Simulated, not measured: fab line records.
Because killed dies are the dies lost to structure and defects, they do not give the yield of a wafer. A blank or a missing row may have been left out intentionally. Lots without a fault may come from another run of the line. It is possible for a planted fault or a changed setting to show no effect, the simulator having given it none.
fab line records	flow nand_harc
[record] lots = 24	wafers = 72	last_day = 33
route steps=1302 shown A_SLIT@946 A_WL_FILL@956 A_CONTACT@1015
lots with no fault: from the same line, run without faults
start_h: hours from the record's opening day to when the first of the lot's shown wafers began	wait_h: time in hours since the lot's previous step	" unchanged from the row above	L1.1+2: a row that stands for several wafers	- either no value or no given start	* or withheld: withheld	< > ~ a bound
route shown NAME@n: a module of which the file shows steps, and the number in the route of the first	usual: average and standard deviation across the fault-free wafers	same: alike in all rows	chamber/n: place in a boat	sites: the reading at each site	_std_site: the standard deviation of these	_edge_site: outer sites' mean less inner sites'	radius_mm: how far each site lies from the wafer's centre	mask NAME#n: copy n	behind: the most recent tool/chamber to have shaped the wafer	hold: reason for holding the lot/hours on hold/outcome of the hold	device: names the non-switching transistor (n, p or np)	end of line: tests run on the same wafers once the route is complete	a step without rows: its recipe alone	killed: count of dies lost to structure and defects at first sort (not the wafer's yield)	map: dies across one wafer; x = killed, . = not, _ = none there
set.NAME: the run value of the setting; set.NAME@STEP: its run value at that earlier step	model.NAME: the simulator's own value behind a step, which no gauge read
one table for each step of the route and one row for each wafer, over a sample of lots
services: a tool's chamber out of use, with start hour (start_h, from the record's first day; less than 0 if before it), hours out, and reason
[[steps]]
[step NHARC_A_SLIT_CD_MEAS_21]
[usual] cd_nm = 289.9/0.78
lot.wafer	tool	chamber	start_h	wait_h	cd_nm
L074.1	cd_sem-03	-	453.29	-	290.0
L074.3	"	-	"	"	289.2
L074.5	"	-	"	"	290.0
L075.2	cd_sem-03	-	465.41	-	288.7
L075.4	"	-	"	"	289.6
L075.5	"	-	"	"	289.6
L076.4	cd_sem-02	-	467.62	-	289.3
L076.5	"	-	"	"	289.7
L076.6	"	-	"	"	289.2
L078.1	cd_sem-01	-	497.76	-	288.2
L078.3	"	-	"	"	288.6
L078.6	"	-	"	"	287.8
L077.2	cd_sem-01	-	498.49	-	290.2
L077.3	"	-	"	"	290.3
L077.6	"	-	"	"	291.5
L080.3	cd_sem-02	-	510.67	0.1	290.5
L080.5	"	-	"	"	289.2
L080.6	"	-	"	"	290.0
L079.1	cd_sem-03	-	511.87	0.1	291.2
L079.2	"	-	"	"	289.0
L079.4	"	-	"	"	289.3
L081.1	cd_sem-01	-	522.75	-	289.7
L081.4	"	-	"	"	291.4
L081.6	"	-	"	"	289.6
L083.1	cd_sem-01	-	546.27	-	290.1
L083.4	"	-	"	"	290.0
L083.5	"	-	"	"	290.6
L082.1	cd_sem-01	-	547.28	0.1	289.9
L082.2	"	-	"	"	289.4
L082.5	"	-	"	"	288.5
L085.1	cd_sem-02	-	575.33	-	289.5
L085.4	"	-	"	"	289.6
L085.6	"	-	"	"	289.8
L084.1	cd_sem-02	-	575.93	-	290.3
L084.3	"	-	"	"	291.4
L084.6	"	-	"	"	291.2
L086.2	cd_sem-01	-	587.56	-	289.7
L086.4	"	-	"	"	290.2
L086.6	"	-	"	"	290.5
L087.1	cd_sem-03	-	591.53	0.1	290.0
L087.4	"	-	"	"	291.3
L087.5	"	-	"	"	290.6
L089.1	cd_sem-01	-	616.58	-	289.4
L089.2	"	-	"	"	291.3
L089.4	"	-	"	"	290.2
L090.2	cd_sem-01	-	623.86	-	288.9
L090.3	"	-	"	"	290.4
L090.5	"	-	"	"	290.5
L088.1	cd_sem-02	-	624.62	-	290.6
L088.4	"	-	"	"	290.0
L088.6	"	-	"	"	289.1
L093.1	cd_sem-01	-	635.12	-	288.9
L093.4	"	-	"	"	289.4
L093.6	"	-	"	"	290.1
L092.2	cd_sem-01	-	637.81	-	289.9
L092.3	"	-	"	"	289.0
L092.5	"	-	"	"	288.8
L091.4	cd_sem-02	-	639.01	-	290.4
L091.5	"	-	"	"	290.4
L091.6	"	-	"	"	290.0
L094.2	cd_sem-03	-	666.17	-	289.2
L094.3	"	-	"	"	288.1
L094.5	"	-	"	"	288.9
L095.1	cd_sem-02	-	667.28	-	289.6
L095.3	"	-	"	"	290.7
L095.6	"	-	"	"	289.8
L097.1	cd_sem-01	-	683.59	-	290.9
L097.2	"	-	"	"	290.6
L097.4	"	-	"	"	289.8
L096.2	cd_sem-02	-	687.17	-	289.9
L096.5	"	-	"	"	290.9
L096.6	"	-	"	"	289.4
[step NHARC_A_WL_FILL_CVD_03]
[recipe] target_thk_a = 400	temp_c = 300	pressure_torr = 40	wf6_flow_sccm = 40	h2_flow_sccm = 1600	ar_flow_sccm = 1560	time_s = 279	material = W
[usual] heater_power_w = 470/50	mfc_wf6_sccm = 40.04/0.12	throttle_valve_pct = 7.83/0.29
lot.wafer	tool	chamber	start_h	wait_h	heater_power_w	mfc_wf6_sccm	throttle_valve_pct
L074.1	cvd_w-01	0	461.09	0.1	376	39.97	7.49
L074.3	"	0	"	"	377	40.00	7.40
L074.5	"	0	"	"	387	40.04	7.52
L075.2	cvd_w-02	1	473.15	0.1	466	40.07	7.84
L075.4	"	1	"	"	458	39.93	7.99
L075.5	"	1	"	"	486	39.95	7.94
L076.4	cvd_w-01	1	475.30	0.2	526	40.00	7.78
L076.5	"	1	"	"	514	39.94	7.72
L076.6	"	0	"	"	374	39.92	7.50
L077.2	cvd_w-02	0	505.38	0.1	478	40.10	8.07
L077.3	"	0	"	"	484	40.31	8.00
L077.6	"	1	"	"	466	40.11	8.16
L078.1	cvd_w-01	0	505.55	0.1	379	40.09	7.56
L078.3	"	1	"	"	528	40.19	7.90
L078.6	"	0	"	"	389	40.08	7.60
L079.2	cvd_w-02	1	518.51	0.1	467	40.01	7.80
L079.1	"	0	"	"	495	40.00	7.89
L079.4	"	1	"	"	478	40.06	7.87
L080.3	cvd_w-01	0	518.52	0.2	373	40.07	7.61
L080.6	"	0	"	"	384	40.28	7.80
L080.5	"	1	"	"	529	40.13	7.87
L081.1	cvd_w-01	0	530.44	0.1	387	40.09	7.74
L081.4	"	0	"	"	378	39.95	7.50
L081.6	"	1	"	"	515	40.19	7.83
L082.2	cvd_w-02	1	553.86	0.1	475	39.88	8.04
L082.1	"	0	"	"	498	40.11	8.02
L082.5	"	1	"	"	483	39.99	8.27
L083.1	cvd_w-02	1	554.17	0.2	471	39.83	7.96
L083.4	"	0	"	"	494	40.19	8.09
L083.5	"	1	"	"	470	40.14	8.20
L085.1	cvd_w-01	0	582.88	0.1	391	40.04	7.68
L085.4	"	0	"	"	384	39.84	7.63
L085.6	"	0	"	"	370	40.13	7.61
L084.1	cvd_w-02	1	582.95	0.1	471	39.93	8.48
L084.3	"	0	"	"	484	39.86	8.23
L084.6	"	1	"	"	461	40.20	8.33
L086.2	cvd_w-02	1	595.21	0.1	464	40.13	8.05
L086.4	"	1	"	"	483	40.02	8.12
L086.6	"	1	"	"	472	40.04	8.00
L087.1	cvd_w-01	1	599.67	0.1	513	40.02	7.47
L087.4	"	1	"	"	510	40.00	7.65
L087.5	"	1	"	"	516	40.01	7.44
L089.2	cvd_w-02	1	624.34	0.1	468	40.21	8.11
L089.1	"	0	"	"	499	40.03	8.24
L089.4	"	0	"	"	482	40.00	8.19
L090.2	cvd_w-01	1	631.59	0.2	524	39.94	7.41
L090.3	"	1	"	"	524	40.06	7.55
L090.5	"	1	"	"	514	39.93	7.72
L088.1	cvd_w-01	1	632.10	0.5	517	40.14	7.74
L088.4	"	1	"	"	525	40.15	7.59
L088.6	"	1	"	"	517	40.10	7.27
L093.1	cvd_w-01	1	642.96	0.3	516	40.03	7.75
L093.4	"	0	"	"	385	40.12	7.44
L093.6	"	1	"	"	530	40.07	7.51
L092.2	cvd_w-02	1	645.49	0.1	478	39.98	8.08
L092.3	"	0	"	"	479	39.78	7.97
L092.5	"	1	"	"	484	40.01	8.11
L091.4	cvd_w-01	1	645.73	0.2	511	39.99	7.55
L091.5	"	0	"	"	384	39.92	7.86
L091.6	"	1	"	"	521	39.95	7.72
L094.2	cvd_w-01	0	673.82	0.1	383	40.26	7.61
L094.3	"	0	"	"	398	40.44	7.57
L094.5	"	0	"	"	389	40.34	7.28
L095.1	cvd_w-02	0	674.01	0.1	481	39.93	8.12
L095.3	"	1	"	"	477	39.97	8.27
L095.6	"	1	"	"	480	39.93	8.18
L097.2	cvd_w-01	1	691.40	0.1	503	40.10	7.41
L097.1	"	0	"	"	388	39.80	7.70
L097.4	"	1	"	"	518	40.14	7.19
L096.2	cvd_w-02	0	696.31	0.1	469	39.92	7.96
L096.6	"	1	"	"	473	40.12	8.22
L096.5	"	0	"	"	475	40.01	7.85
[step NHARC_A_CONTACT_ETCH_121]
[recipe] source_w = withheld	pressure_mtorr = 20	bias_v = 3000	time_s = 190	target_depth_a = 18500	ar_flow_sccm = withheld	c4f8_flow_sccm = withheld	o2_flow_sccm = withheld	chemistry = C4F8/O2/Ar
lot.wafer	tool	chamber	start_h	wait_h	rf_hours_counter_h
L074.1	har_cap_etch-02	0	491.88	0.1	82
L074.3	"	1	"	"	-
L074.5	"	1	"	"	-
L076.4	har_cap_etch-03	0	503.62	0.1	-
L076.6	"	0	"	"	-
L076.5	"	1	"	"	-
L075.2	har_cap_etch-02	1	503.75	0.1	84
L075.4	"	1	"	"	-
L075.5	"	0	"	"	-
L078.1	har_cap_etch-02	1	531.90	0.1	90
L078.3	"	0	"	"	-
L078.6	"	1	"	"	-
L077.2	har_cap_etch-01	0	532.76	0.1	4
L077.3	"	0	"	"	-
L077.6	"	1	"	"	-
L079.2	har_cap_etch-01	1	550.33	0.2	7
L079.1	"	0	"	"	7
L079.4	"	0	"	"	-
L080.3	har_cap_etch-03	0	552.04	0.2	-
L080.6	"	1	"	"	-
L080.5	"	0	"	"	-
L081.1	har_cap_etch-02	1	559.35	0.1	96
L081.4	"	0	"	"	-
L081.6	"	1	"	"	-
L082.2	har_cap_etch-03	0	582.07	0.1	57
L082.1	"	1	"	"	57
L082.5	"	1	"	"	-
L083.1	har_cap_etch-01	1	583.30	0.1	13
L083.4	"	0	"	"	-
L083.5	"	1	"	"	-
L084.1	har_cap_etch-03	0	609.81	0.1	61
L084.3	"	0	"	"	-
L084.6	"	0	"	"	-
L085.1	har_cap_etch-01	1	610.67	0.1	17
L085.4	"	0	"	"	-
L085.6	"	0	"	"	-
L086.2	har_cap_etch-01	1	627.45	0.1	19
L086.4	"	1	"	"	-
L086.6	"	0	"	"	-
L087.1	har_cap_etch-02	0	631.58	0.1	106
L087.4	"	1	"	"	-
L087.5	"	1	"	"	-
L089.1	har_cap_etch-03	0	654.29	0.2	69
L089.2	"	1	"	"	69
L089.4	"	1	"	"	-
L090.2	har_cap_etch-01	1	658.64	0.1	24
L090.3	"	0	"	"	-
L090.5	"	0	"	"	-
L088.1	har_cap_etch-02	0	661.66	0.1	111
L088.4	"	0	"	"	-
L088.6	"	1	"	"	-
L093.1	har_cap_etch-02	1	673.26	0.1	114
L093.4	"	1	"	"	-
L093.6	"	0	"	"	-
L092.2	har_cap_etch-03	0	677.59	0.1	73
L092.3	"	1	"	"	-
L092.5	"	1	"	"	-
L091.4	har_cap_etch-03	0	687.16	0.2	-
L091.6	"	1	"	"	-
L091.5	"	0	"	"	-
L094.2	har_cap_etch-01	0	701.46	0.1	33
L094.3	"	1	"	"	-
L094.5	"	0	"	"	-
L095.1	har_cap_etch-02	0	703.55	0.1	122
L095.3	"	0	"	"	-
L095.6	"	0	"	"	-
L097.2	har_cap_etch-01	0	721.12	0.1	37
L097.1	"	1	"	"	37
L097.4	"	0	"	"	-
L096.2	har_cap_etch-02	1	726.39	0.1	126
L096.5	"	1	"	"	-
L096.6	"	0	"	"	-
[step NHARC_A_CONTACT_ETCH_127]
[recipe] source_w = withheld	pressure_mtorr = 20	bias_v = 3000	time_s = 197	target_depth_a = 19180	ar_flow_sccm = withheld	c4f8_flow_sccm = withheld	o2_flow_sccm = withheld	chemistry = C4F8/O2/Ar
lot.wafer	tool	chamber	start_h	wait_h	rf_hours_counter_h
L074.1	har_cap_etch-02	0	505.44	0.1	86
L074.3	"	0	"	"	-
L074.5	"	0	"	"	-
L075.2	har_cap_etch-03	0	514.95	0.1	46
L075.4	"	0	"	"	-
L075.5	"	1	"	"	-
L076.4	har_cap_etch-02	1	514.97	0.2	-
L076.5	"	1	"	"	-
L076.6	"	0	"	"	-
L078.1	har_cap_etch-03	0	540.72	0.1	49
L078.3	"	1	"	"	-
L078.6	"	1	"	"	-
L077.2	har_cap_etch-02	1	543.84	0.1	91
L077.3	"	1	"	"	-
L077.6	"	0	"	"	-
L079.1	har_cap_etch-03	0	561.18	0.2	53
L079.2	"	1	"	"	53
L079.4	"	0	"	"	-
L080.3	har_cap_etch-01	0	563.18	0.1	-
L080.5	"	1	"	"	-
L080.6	"	0	"	"	-
L081.1	har_cap_etch-02	0	568.08	0.1	97
L081.4	"	0	"	"	-
L081.6	"	0	"	"	-
L082.2	har_cap_etch-02	1	591.62	0.1	100
L082.1	"	0	"	"	100
L082.5	"	1	"	"	-
L083.1	har_cap_etch-03	0	592.42	0.1	58
L083.4	"	0	"	"	-
L083.5	"	1	"	"	-
L084.1	har_cap_etch-02	0	622.07	0.1	103
L084.3	"	1	"	"	-
L084.6	"	1	"	"	-
L085.1	har_cap_etch-03	1	622.71	0.1	63
L085.4	"	0	"	"	-
L085.6	"	0	"	"	-
L086.2	har_cap_etch-02	1	639.12	0.1	107
L086.4	"	1	"	"	-
L086.6	"	1	"	"	-
L087.1	har_cap_etch-03	0	640.39	0.1	66
L087.4	"	0	"	"	-
L087.5	"	1	"	"	-
L089.2	har_cap_etch-03	0	665.91	0.1	70
L089.1	"	1	"	"	70
L089.4	"	1	"	"	-
L090.2	har_cap_etch-01	0	673.72	0.1	25
L090.3	"	1	"	"	-
L090.5	"	1	"	"	-
L088.1	har_cap_etch-02	1	679.34	0.1	115
L088.4	"	1	"	"	-
L088.6	"	1	"	"	-
L093.1	har_cap_etch-01	0	688.05	0.1	28
L093.4	"	0	"	"	-
L093.6	"	1	"	"	-
L092.2	har_cap_etch-02	1	690.71	0.1	118
L092.3	"	1	"	"	-
L092.5	"	1	"	"	-
L091.4	har_cap_etch-01	0	696.09	0.1	-
L091.5	"	0	"	"	-
L091.6	"	1	"	"	-
L094.2	har_cap_etch-01	1	710.21	0.1	34
L094.3	"	0	"	"	-
L094.5	"	1	"	"	-
L095.1	har_cap_etch-03	0	712.47	0.1	80
L095.3	"	0	"	"	-
L095.6	"	0	"	"	-
L097.1	har_cap_etch-01	0	734.24	0.1	38
L097.2	"	1	"	"	38
L097.4	"	1	"	"	-
L096.2	har_cap_etch-03	0	735.25	0.1	83
L096.5	"	0	"	"	-
L096.6	"	1	"	"	-
[step NHARC_A_CONTACT_ETCH_129]
[recipe] source_w = withheld	pressure_mtorr = 20	bias_v = 3000	time_s = 197	target_depth_a = 19180	ar_flow_sccm = withheld	c4f8_flow_sccm = withheld	o2_flow_sccm = withheld	chemistry = C4F8/O2/Ar
lot.wafer	tool	chamber	start_h	wait_h	rf_hours_counter_h
L074.1	har_cap_etch-02	0	505.80	0.2	86
L074.3	"	0	"	"	-
L074.5	"	0	"	"	-
L075.2	har_cap_etch-03	0	515.30	0.1	46
L075.4	"	0	"	"	-
L075.5	"	1	"	"	-
L076.4	har_cap_etch-02	1	515.45	0.2	-
L076.5	"	1	"	"	-
L076.6	"	0	"	"	-
L078.1	har_cap_etch-03	0	541.08	0.1	49
L078.3	"	1	"	"	-
L078.6	"	1	"	"	-
L077.2	har_cap_etch-02	1	544.20	0.1	92
L077.3	"	1	"	"	-
L077.6	"	0	"	"	-
L079.1	har_cap_etch-03	0	561.54	0.1	53
L079.2	"	1	"	"	53
L079.4	"	0	"	"	-
L080.3	har_cap_etch-01	0	563.53	0.1	-
L080.5	"	1	"	"	-
L080.6	"	0	"	"	-
L081.1	har_cap_etch-02	0	568.44	0.1	97
L081.4	"	0	"	"	-
L081.6	"	0	"	"	-
L082.2	har_cap_etch-02	1	591.98	0.1	100
L082.1	"	0	"	"	100
L082.5	"	1	"	"	-
L083.1	har_cap_etch-03	0	592.78	0.1	59
L083.4	"	0	"	"	-
L083.5	"	1	"	"	-
L084.1	har_cap_etch-02	0	622.42	0.1	103
L084.3	"	1	"	"	-
L084.6	"	1	"	"	-
L085.1	har_cap_etch-03	1	623.07	0.1	63
L085.4	"	0	"	"	-
L085.6	"	0	"	"	-
L086.2	har_cap_etch-02	1	639.47	0.1	107
L086.4	"	1	"	"	-
L086.6	"	1	"	"	-
L087.1	har_cap_etch-03	0	640.74	0.1	66
L087.4	"	0	"	"	-
L087.5	"	1	"	"	-
L089.2	har_cap_etch-03	0	666.27	0.1	70
L089.1	"	1	"	"	70
L089.4	"	1	"	"	-
L090.2	har_cap_etch-01	0	674.08	0.1	26
L090.3	"	1	"	"	-
L090.5	"	1	"	"	-
L088.1	har_cap_etch-02	1	679.70	0.1	115
L088.4	"	1	"	"	-
L088.6	"	1	"	"	-
L093.1	har_cap_etch-01	0	688.41	0.1	29
L093.4	"	0	"	"	-
L093.6	"	1	"	"	-
L092.2	har_cap_etch-02	1	691.07	0.2	118
L092.3	"	1	"	"	-
L092.5	"	1	"	"	-
L091.4	har_cap_etch-01	0	696.44	0.1	-
L091.5	"	0	"	"	-
L091.6	"	1	"	"	-
L094.2	har_cap_etch-01	1	710.57	0.1	35
L094.3	"	0	"	"	-
L094.5	"	1	"	"	-
L095.1	har_cap_etch-03	0	712.83	0.1	80
L095.3	"	0	"	"	-
L095.6	"	0	"	"	-
L097.1	har_cap_etch-01	0	734.60	0.1	39
L097.2	"	1	"	"	39
L097.4	"	1	"	"	-
L096.2	har_cap_etch-03	0	735.67	0.2	84
L096.5	"	0	"	"	-
L096.6	"	1	"	"	-
[step NHARC_A_CONTACT_ETCH_132]
[recipe] source_w = withheld	pressure_mtorr = 20	bias_v = 3000	time_s = 197	target_depth_a = 19240	ar_flow_sccm = withheld	c4f8_flow_sccm = withheld	o2_flow_sccm = withheld	chemistry = C4F8/O2/Ar
lot.wafer	tool	chamber	start_h	wait_h	rf_hours_counter_h
L074.1	har_cap_etch-02	0	506.33	0.1	86
L074.3	"	0	"	"	-
L074.5	"	0	"	"	-
L075.2	har_cap_etch-03	0	515.83	0.1	47
L075.4	"	0	"	"	-
L075.5	"	1	"	"	-
L076.4	har_cap_etch-02	1	516.16	0.2	-
L076.5	"	1	"	"	-
L076.6	"	0	"	"	-
L078.1	har_cap_etch-03	0	541.61	0.1	50
L078.3	"	1	"	"	-
L078.6	"	1	"	"	-
L077.2	har_cap_etch-02	1	544.73	0.1	92
L077.3	"	1	"	"	-
L077.6	"	0	"	"	-
L079.1	har_cap_etch-03	0	562.06	0.1	54
L079.2	"	1	"	"	54
L079.4	"	0	"	"	-
L080.3	har_cap_etch-01	0	564.06	0.1	-
L080.5	"	1	"	"	-
L080.6	"	0	"	"	-
L081.1	har_cap_etch-02	0	568.97	0.1	98
L081.4	"	0	"	"	-
L081.6	"	0	"	"	-
L082.2	har_cap_etch-02	1	592.51	0.1	101
L082.1	"	0	"	"	101
L082.5	"	1	"	"	-
L083.1	har_cap_etch-03	0	593.31	0.1	59
L083.4	"	0	"	"	-
L083.5	"	1	"	"	-
L084.1	har_cap_etch-02	0	622.95	0.1	104
L084.3	"	1	"	"	-
L084.6	"	1	"	"	-
L085.1	har_cap_etch-03	1	623.60	0.1	63
L085.4	"	0	"	"	-
L085.6	"	0	"	"	-
L086.2	har_cap_etch-02	1	640.00	0.1	108
L086.4	"	1	"	"	-
L086.6	"	1	"	"	-
L087.1	har_cap_etch-03	0	641.27	0.1	66
L087.4	"	0	"	"	-
L087.5	"	1	"	"	-
L089.2	har_cap_etch-03	0	666.80	0.1	71
L089.1	"	1	"	"	71
L089.4	"	1	"	"	-
L090.2	har_cap_etch-01	0	674.61	0.1	26
L090.3	"	1	"	"	-
L090.5	"	1	"	"	-
L088.1	har_cap_etch-02	1	680.23	0.1	116
L088.4	"	1	"	"	-
L088.6	"	1	"	"	-
L093.1	har_cap_etch-01	0	688.93	0.1	29
L093.4	"	0	"	"	-
L093.6	"	1	"	"	-
L092.2	har_cap_etch-02	1	691.59	0.1	119
L092.3	"	1	"	"	-
L092.5	"	1	"	"	-
L091.4	har_cap_etch-01	0	696.97	0.1	-
L091.5	"	0	"	"	-
L091.6	"	1	"	"	-
L094.2	har_cap_etch-01	1	711.10	0.1	35
L094.3	"	0	"	"	-
L094.5	"	1	"	"	-
L095.1	har_cap_etch-03	0	713.35	0.1	81
L095.3	"	0	"	"	-
L095.6	"	0	"	"	-
L097.1	har_cap_etch-01	0	735.13	0.1	39
L097.2	"	1	"	"	39
L097.4	"	1	"	"	-
L096.2	har_cap_etch-03	0	736.38	0.2	84
L096.5	"	0	"	"	-
L096.6	"	1	"	"	-
[[services]]
tool	chamber	start_h	hours	kind
cvd_w-01	0	440.30	17.5	repair
cvd_w-02	-	450.41	13.0	pm
cvd_w-02	0	450.41	13.0	vent_cycle
har_cap_etch-02	-	462.43	0.3	repair
cvd_w-01	1	485.14	3.6	repair
har_cap_etch-02	-	489.05	0.5	repair
har_cap_etch-01	-	497.00	17.0	pm
har_cap_etch-01	0	497.00	17.0	vent_cycle
har_cap_etch-01	1	497.00	17.0	vent_cycle
har_cap_etch-01	0	514.00	-	clean
har_cap_etch-01	0	514.00	-	consumable_replace:focus_ring
har_cap_etch-01	1	514.00	-	clean
cvd_w-01	-	547.00	13.0	pm
cvd_w-01	0	547.00	13.0	vent_cycle
cvd_w-01	1	547.00	13.0	vent_cycle
cvd_w-01	0	560.00	-	clean
cvd_w-01	1	560.00	-	clean
cvd_w-01	0	626.63	8.6	repair
cvd_w-02	-	631.41	13.0	pm
har_cap_etch-01	-	659.85	12.3	repair
cvd_w-02	0	668.40	4.1	repair
cvd_w-01	-	728.00	13.0	pm
cvd_w-01	0	728.00	13.0	vent_cycle
cvd_w-01	1	728.00	13.0	vent_cycle
[[key]]
fault none
